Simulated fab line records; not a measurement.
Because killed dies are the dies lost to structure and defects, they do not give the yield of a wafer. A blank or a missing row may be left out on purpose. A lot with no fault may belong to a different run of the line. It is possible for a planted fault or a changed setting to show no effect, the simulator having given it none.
Matching of chambers | flow nand_harc | NHARC_A_STAIRCASE_TRIM_196 on rie_diel-03: 4 sister chambers
The step chemistry O2, time 211.2 s. 4 wafers are shown with their chamber, then 8 later ones without.

## WAFERS, EACH WITH ITS CHAMBER
wafer  | chamber | showerhead_plenum_p_Torr (Torr)
L090.3 | 2       | 3.71
L094.2 | 3       | 3.65
L094.3 | 1       | 3.44
L095.1 | 0       | 3.46

## WAFERS WITH NO CHAMBER GIVEN
wafer  | showerhead_plenum_p_Torr (Torr)
L095.4 | 3.64
L095.6 | 3.44
L096.1 | 3.43
L096.3 | 3.70
L096.4 | 3.46
L096.2 | 3.64
L096.5 | 3.64
L096.6 | 3.70

## THE CHAMBER EACH PASSED THROUGH
wafer  | from the rows above | in truth
L095.4 | 3                   | 3
L095.6 | 1                   | 1
L096.1 | 1                   | 1
L096.3 | 2                   | 2
L096.4 | 0                   | 0
L096.2 | 3                   | 3
L096.5 | 3                   | 3
L096.6 | 2                   | 2
8 of 8 placed correctly. From these rows, 0 cannot be placed. 0 placed wrongly.
How it was worked out, from the rows above alone: a wafer's distance from a chamber is the root of the sum, over the readings, of the square of ((its reading less the chamber's mean) divided by the reading's scatter). If the next closest chamber is less than 2 further off than the closest, the wafer can't be placed; otherwise it belongs to the closest. A chamber's mean is the mean of its shown wafers. The scatter: root of mean squared gap, hidden wafer to nearest shown wafer, with one shown wafer a chamber.
